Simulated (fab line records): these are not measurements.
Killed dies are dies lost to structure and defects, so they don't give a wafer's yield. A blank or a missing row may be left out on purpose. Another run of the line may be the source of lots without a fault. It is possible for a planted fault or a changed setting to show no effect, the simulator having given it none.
What tool caused it?	flow n5-finfet	14 lots with 42 wafers sampled at 7 steps, on a route of 1938 steps

== WHAT EACH GAUGE READ, for each wafer ==
N5_MOL_CONTACT_COAG_INSPECT_10: inspects for defects (brightfield). Usual: raw-defect-count at 71, with a standard deviation of 31.
lot	measured	on	raw-defect-count	flag
L668	day 4 20:58	defect-inspect-01	63 64 36	
L669	day 5 03:16	defect-inspect-01	58 90 94	
L670	day 5 11:56	defect-inspect-01	42 67 63	
L671	day 5 20:15	defect-inspect-02	94 47 48	
L672	day 6 03:30	defect-inspect-02	58 124 89	
L673	day 6 11:33	defect-inspect-01	49 48 64	
L676	day 6 22:43	defect-inspect-02	18 28 72	
L678	day 7 08:08	defect-inspect-02	51 55 126	
L680	day 7 20:23	defect-inspect-02	89 126 70	
L681	day 8 01:17	defect-inspect-02	39 45 33	
L682	day 8 06:53	defect-inspect-01	71 58 82	
L686	day 9 08:38	defect-inspect-02	159 143 143	
L688	day 9 22:25	defect-inspect-01	38 64 82	
L690	day 10 10:54	defect-inspect-01	84 50 73	

N5_MOL_CONTACT_COAG_CD_MEAS_99 targets a cd of 17.2 nm. Usual: cd-nm at 16.8 nm, with a standard deviation of 0.41.
lot	measured	on	cd-nm (nm)	flag
L668	day 4 21:23	cd-sem-01	16.6 17.4 16.9	
L669	day 5 03:41	cd-sem-01	17.0 16.9 17.4	
L670	day 5 12:22	cd-sem-01	17.0 17.4 17.1	
L671	day 5 20:41	cd-sem-03	16.8 16.8 17.8	
L672	day 6 03:56	cd-sem-01	- - -	OFF
L673	day 6 11:59	cd-sem-02	- - -	OFF
L676	day 6 23:08	cd-sem-03	16.9 16.4 17.0	
L678	day 7 08:38	cd-sem-03	17.4 17.1 17.2	
L680	day 7 20:49	cd-sem-02	16.8 17.0 16.4	
L681	day 8 01:46	cd-sem-02	16.7 16.7 16.7	
L682	day 8 07:19	cd-sem-01	16.9 16.5 17.2	
L686	day 9 09:15	cd-sem-03	16.9 17.0 16.5	
L688	day 9 22:50	cd-sem-02	17.6 17.4 17.4	
L690	day 10 11:33	cd-sem-02	16.6 17.0 17.0	

N5_BEOL_M4_RC_MEAS_101. Usual: DIBL_N 37.1 mV/V, standard deviation 2.6; DIBL_P 38 mV/V, standard deviation 3; IOFF_N 0.18 nA/um, standard deviation 0.052; IOFF_P 0.25 nA/um, standard deviation 0.06; ION_N 678 uA/um, standard deviation 15; ION_P 467 uA/um, standard deviation 8.6; SS_N 71.7 mV/dec, standard deviation 0.73; SS_P 73.7 mV/dec, standard deviation 0.89; VT_N 249 mV, standard deviation 4.3; VT_P -248 mV, standard deviation 3.8.
lot	measured	on	DIBL_N (mV/V)	DIBL_P (mV/V)	IOFF_N (nA/um)	IOFF_P (nA/um)	ION_N (uA/um)	ION_P (uA/um)	SS_N (mV/dec)	SS_P (mV/dec)	VT_N (mV)	VT_P (mV)	flag
L668	day 10 12:04	prober-02	34.6 40.1 36.5	36 42 38	0.13 0.26 0.17	0.18 0.29 0.22	657 688 667	448 468 459	70.1 72.2 72.0	72.9 74.8 72.7	253 242 249	-255 -245 -251	
L669	day 11 05:18	prober-02	36.0 36.3 36.3	34 36 35	0.14 0.17 0.15	0.20 0.24 0.24	676 692 691	465 472 474	71.2 71.6 71.2	72.9 73.4 72.7	248 244 249	-250 -246 -248	
L670	day 11 17:44	prober-01	37.3 36.6 36.6	39 36 38	0.21 0.16 0.18	0.29 0.23 0.29	708 683 682	478 467 476	71.3 72.1 70.9	74.5 73.8 74.0	242 248 243	-242 -246 -243	
L671	day 12 18:28	prober-02	40.6 38.6 39.5	39 38 37	0.20 0.19 0.19	0.30 0.30 0.26	661 674 692	466 477 475	73.0 71.6 71.4	74.1 74.0 73.9	248 247 248	-244 -243 -247	
L676	day 12 19:27	prober-01	39.6 37.3 39.5	41 38 40	0.20 0.16 0.21	0.31 0.21 0.27	679 690 693	463 469 471	72.1 71.5 72.2	75.1 73.7 73.5	250 252 245	-246 -249 -247	
L678	day 13 06:21	prober-02	36.6 35.2 36.7	37 37 37	0.17 0.15 0.16	0.21 0.21 0.21	681 683 671	462 474 460	72.2 71.9 71.5	73.4 73.5 73.6	250 251 250	-248 -249 -251	
L680	day 14 11:16	prober-02	36.4 32.7 35.0	36 31 33	0.15 0.10 0.13	0.20 0.17 0.17	684 666 664	466 463 455	71.6 70.4 71.5	73.5 72.9 72.6	252 257 257	-252 -253 -254	
L681	day 14 04:21	prober-02	38.4 38.2 38.4	40 39 41	0.22 0.21 0.22	0.28 0.25 0.30	711 687 685	479 465 471	72.2 71.8 72.6	73.7 73.8 74.4	246 247 246	-248 -250 -246	
L682	day 14 05:19	prober-01	34.6 38.4 40.5	36 38 41	0.12 0.18 0.23	0.22 0.24 0.32	669 671 693	471 469 476	71.3 71.9 72.6	73.4 73.8 74.8	256 250 246	-249 -248 -243	
L686	day 15 12:39	prober-01	35.4 36.7 35.1	38 39 38	0.15 0.18 0.15	0.20 0.22 0.21	669 688 669	457 465 460	71.1 71.8 71.3	73.4 73.7 73.4	253 246 251	-252 -252 -251	
L688	day 17 18:43	prober-01	43.7 38.2 37.7	45 38 37	0.34 0.18 0.17	0.39 0.24 0.23	692 696 677	472 478 467	73.6 71.0 71.5	75.9 73.4 74.3	243 249 250	-243 -248 -248	
L690	day 16 15:21	prober-02	39.7 40.2 38.0	42 42 39	0.26 0.25 0.22	0.32 0.33 0.26	694 682 681	474 475 466	72.8 72.6 72.4	75.2 74.5 74.2	241 246 245	-245 -245 -246	

== TOOL THAT RAN EACH LOT (tool first, then ch and the chambers of the sampled wafers, then the start) ==
lot	N5_GATE_CUT_ALD_22	N5_MOL_CONTACT_COAG_DESCUM_13	N5_MOL_CONTACT_COAG_ETCH_106	N5_MOL_CONTACT_COAG_CONTACT_ETCH_14
L668	ald-sin-03 ch 0,1,3, day 4 18:03	rie-diel-04 ch 0,2,3, day 4 20:59	rie-diel-04 ch 0,2,3, day 4 21:04	rie-diel-04 ch 0,2,3, day 4 21:11
L669	ald-sin-01 ch 0,1, day 5 00:11	rie-diel-01 ch 0,2,3, day 5 03:17	rie-diel-01 ch 0,2,3, day 5 03:23	rie-diel-01 ch 0,2,3, day 5 03:29
L670	ald-sin-01 ch 0,1,3, day 5 09:02	rie-diel-01 ch 2,3, day 5 11:58	rie-diel-01 ch 2,3, day 5 12:03	rie-diel-01 ch 2,3, day 5 12:09
L671	ald-sin-02 ch 0,1, day 5 17:20	rie-diel-01 ch 0,2, day 5 20:17	rie-diel-01 ch 0,2, day 5 20:22	rie-diel-01 ch 0,2, day 5 20:28
L672	ald-sin-03 ch 1,2,3, day 6 00:33	rie-diel-04 ch 0,2,3, day 6 03:32	rie-diel-04 ch 0,2,3, day 6 03:37	rie-diel-04 ch 0,2,3, day 6 03:43
L673	ald-sin-03 ch 0,3, day 6 08:38	rie-diel-04 ch 1,2,3, day 6 11:35	rie-diel-04 ch 1,2,3, day 6 11:40	rie-diel-04 ch 1,2,3, day 6 11:46
L676	ald-sin-02 ch 0,1,3, day 6 19:40	rie-diel-05 ch 0,1,3, day 6 22:44	rie-diel-05 ch 0,1,3, day 6 22:50	rie-diel-05 ch 0,1,3, day 6 22:56
L678	ald-sin-01 ch 0,1,3, day 7 05:09	rie-diel-04 ch 0,2,3, day 7 08:14	rie-diel-04 ch 0,2,3, day 7 08:19	rie-diel-04 ch 0,2,3, day 7 08:25
L680	ald-sin-01 ch 0,1,3, day 7 17:21	rie-diel-04 ch 1,2,3, day 7 20:25	rie-diel-04 ch 1,2,3, day 7 20:31	rie-diel-04 ch 1,2,3, day 7 20:37
L681	ald-sin-01 ch 0,3, day 7 22:22	rie-diel-04 ch 1,2, day 8 01:22	rie-diel-04 ch 1,2, day 8 01:27	rie-diel-04 ch 1,2, day 8 01:33
L682	ald-sin-03 ch 0,1,2, day 8 03:51	rie-diel-04 ch 0,1,3, day 8 06:55	rie-diel-04 ch 0,1,3, day 8 07:00	rie-diel-04 ch 0,1,3, day 8 07:06
L686	ald-sin-02 ch 2,3, day 9 05:35	rie-diel-04 ch 1,2,3, day 9 08:51	rie-diel-04 ch 1,2,3, day 9 08:56	rie-diel-04 ch 1,2,3, day 9 09:02
L688	ald-sin-03 ch 0,1,3, day 9 19:22	rie-diel-05 ch 1,2,3, day 9 22:26	rie-diel-05 ch 1,2,3, day 9 22:32	rie-diel-05 ch 1,2,3, day 9 22:38
L690	ald-sin-01 ch 0,2,3, day 10 07:47	rie-diel-01 ch 0,2, day 10 11:10	rie-diel-01 ch 0,2, day 10 11:14	rie-diel-01 ch 0,2, day 10 11:20
- N5_GATE_CUT_ALD_22: deposits SiNx, target thk 16 nm, pulse time 1 s, ald cycles 320.
- N5_MOL_CONTACT_COAG_DESCUM_13: chemistry O2, time 7 s.
- N5_MOL_CONTACT_COAG_ETCH_106: etches SOC in N2/H2, target depth 80 nm, overetch 16 nm, time 120 s.
- N5_MOL_CONTACT_COAG_CONTACT_ETCH_14: etches SiO2 in C4F6/O2, target depth 27.5 nm, overetch 8.5 nm, time 20 s.

== WHAT THE TOOLS THEMSELVES READ (means of the sampled wafers that have a number; where no wafer has one, the mark that the record gives instead) ==
N5_GATE_CUT_ALD_22. Usual: heater-power-w 850 W, standard deviation 98; precursor-pulse-height-rel 1.000, standard deviation 0.018.
lot	tool	heater-power-w (W)	precursor-pulse-height-rel	flag
L668	ald-sin-03	794	1.013	
L669	ald-sin-01	928	1.019	
L670	ald-sin-01	863	1.004	
L671	ald-sin-02	879	1.019	
L672	ald-sin-03	895	1.009	
L673	ald-sin-03	781	0.987	
L676	ald-sin-02	878	1.008	
L678	ald-sin-01	851	0.999	
L680	ald-sin-01	866	1.006	
L681	ald-sin-01	793	0.984	
L682	ald-sin-03	826	0.996	
L686	ald-sin-02	835	1.001	
L688	ald-sin-03	785	1.009	
L690	ald-sin-01	808	0.998	

N5_MOL_CONTACT_COAG_DESCUM_13. Usual: drypump-motor-current-A 5.6 A, standard deviation 0.57; oes-product-au 0.79 a.u., standard deviation 0.086; rf-vpp-V 243.2 V, standard deviation 1.1; showerhead-plenum-p-Torr 2.09 Torr, standard deviation 0.053; throttle-valve-pct 20.17 %, standard deviation 0.19.
lot	tool	drypump-motor-current-A (A)	oes-product-au (a.u.)	rf-vpp-V (V)	showerhead-plenum-p-Torr (Torr)	throttle-valve-pct (%)	flag
L668	rie-diel-04	5.7	0.73	242.3	2.11	20.11	
L669	rie-diel-01	5.4	0.77	243.0	2.05	20.28	
L670	rie-diel-01	5.5	0.81	242.1	2.03	20.10	
L671	rie-diel-01	5.4	0.72	242.7	2.07	20.45	
L672	rie-diel-04	5.7	0.72	243.0	2.11	20.14	
L673	rie-diel-04	5.9	0.80	243.9	2.12	20.12	
L676	rie-diel-05	5.6	0.90	243.9	2.06	20.06	
L678	rie-diel-04	5.7	0.71	243.3	2.11	20.13	
L680	rie-diel-04	5.9	0.79	244.0	2.12	20.14	
L681	rie-diel-04	5.4	0.80	243.3	2.09	20.01	
L682	rie-diel-04	6.2	0.76	243.6	2.12	20.27	
L686	rie-diel-04	5.9	0.77	244.4	2.12	20.16	
L688	rie-diel-05	5.7	0.85	242.4	2.05	20.01	
L690	rie-diel-01	5.3	0.68	242.6	2.02	20.43	

N5_MOL_CONTACT_COAG_ETCH_106. Usual: for bias-w, 150.0 W with a standard deviation of 0.42; for chamber-pressure-mTorr, 30.001 mTorr with a standard deviation of 0.026; for drypump-motor-current-A, 5.6 A with a standard deviation of 0.57; for oes-product-au, 0.71 a.u. with a standard deviation of 0.073; for rf-vpp-V, 524.1 V with a standard deviation of 1.9; for showerhead-plenum-p-Torr, 2.55 Torr with a standard deviation of 0.071; for throttle-valve-pct, 17.62 % with a standard deviation of 0.2.
lot	tool	bias-w (W)	chamber-pressure-mTorr (mTorr)	drypump-motor-current-A (A)	oes-product-au (a.u.)	rf-vpp-V (V)	showerhead-plenum-p-Torr (Torr)	throttle-valve-pct (%)	flag
L668	rie-diel-04	149.8	29.991	5.8	0.66	525.1	2.56	17.50	
L669	rie-diel-01	150.3	29.993	5.4	0.70	522.9	2.48	17.59	
L670	rie-diel-01	150.3	29.991	5.5	0.74	521.5	2.47	17.45	
L671	rie-diel-01	149.9	29.985	5.4	0.64	523.3	2.49	17.73	
L672	rie-diel-04	-	-	-	-	-	-	-	OFF
L673	rie-diel-04	-	-	-	-	-	-	-	OFF
L676	rie-diel-05	150.0	30.004	5.6	0.80	522.8	2.52	17.51	
L678	rie-diel-04	149.5	30.007	5.8	0.65	524.5	2.55	17.52	
L680	rie-diel-04	149.9	29.982	5.9	0.71	526.3	2.59	17.64	
L681	rie-diel-04	150.0	30.019	5.4	0.72	524.3	2.58	17.61	
L682	rie-diel-04	150.6	30.010	6.2	0.68	524.7	2.57	17.67	
L686	rie-diel-04	150.0	30.020	6.0	0.70	525.8	2.59	17.66	
L688	rie-diel-05	150.4	30.012	5.7	0.76	522.8	2.50	17.49	
L690	rie-diel-01	150.5	29.998	5.3	0.62	520.8	2.44	17.68	

N5_MOL_CONTACT_COAG_CONTACT_ETCH_14. Usual: C4F6_flow_sccm 16.00 sccm, standard deviation 0.045; O2_flow_sccm 10.001 sccm, standard deviation 0.028; drypump-motor-current-A 5.6 A, standard deviation 0.57; oes-product-au 0.68 a.u., standard deviation 0.07; rf-vpp-V 692.8 V, standard deviation 2.5; showerhead-plenum-p-Torr 2.89 Torr, standard deviation 0.061; throttle-valve-pct 21.11 %, standard deviation 0.18.
lot	tool	C4F6_flow_sccm (sccm)	O2_flow_sccm (sccm)	drypump-motor-current-A (A)	oes-product-au (a.u.)	rf-vpp-V (V)	showerhead-plenum-p-Torr (Torr)	throttle-valve-pct (%)	flag
L668	rie-diel-04	15.98	10.011	5.7	0.63	693.9	2.92	21.04	
L669	rie-diel-01	16.02	9.968	5.5	0.66	689.8	2.82	21.11	
L670	rie-diel-01	16.02	10.004	5.5	0.70	690.1	2.80	20.90	
L671	rie-diel-01	16.01	9.999	5.4	0.62	690.4	2.85	21.31	
L672	rie-diel-04	16.02	9.995	5.8	0.27	693.9	2.92	20.85	OFF
L673	rie-diel-04	15.97	10.014	6.0	0.30	694.4	2.93	20.86	OFF
L676	rie-diel-05	15.99	9.980	5.6	0.77	691.8	2.86	21.02	
L678	rie-diel-04	16.03	9.997	5.7	0.62	692.7	2.91	21.06	
L680	rie-diel-04	15.99	9.986	5.9	0.67	693.5	2.93	21.06	
L681	rie-diel-04	15.98	9.995	5.4	0.68	692.8	2.92	21.07	
L682	rie-diel-04	16.01	10.003	6.2	0.65	694.2	2.92	21.21	
L686	rie-diel-04	16.02	9.992	6.0	0.66	694.2	2.93	21.08	
L688	rie-diel-05	15.95	10.003	5.7	0.73	691.8	2.85	21.03	
L690	rie-diel-01	16.01	9.980	5.3	0.60	689.4	2.79	21.29	

== THE ANSWER, worked out from the rows above alone ==
Rule: lot off if the mean of its wafers having a number is beyond 3 standard deviations from the usual mean. A lot without any number at a reading at which 4 lots or more have one is off too. Where the step has rows for the other lots, those lots are counted as sound. The gauges are gone through in route order, then the tools' own readings, and for those a lot's mean is taken as printed above. The first step at which some lot is off is used, and at that step the reading that is off furthest; a lot without a number counts as furthest.
Off at N5_MOL_CONTACT_COAG_CD_MEAS_99 (cd-nm): L672, L673. Without a number there: L672, L673.
A tool fits if, at a process step before that reading, it ran every lot that is off, and no sound lot after the first of them. Not tried: the gauges at N5_MOL_CONTACT_COAG_CD_MEAS_99; whatever is off there is also off at N5_MOL_CONTACT_COAG_ETCH_106, on other tools, and gauge error can't account for it. Not one of the candidates tried fits.

== WHAT THE SIMULATOR PUT IN ==
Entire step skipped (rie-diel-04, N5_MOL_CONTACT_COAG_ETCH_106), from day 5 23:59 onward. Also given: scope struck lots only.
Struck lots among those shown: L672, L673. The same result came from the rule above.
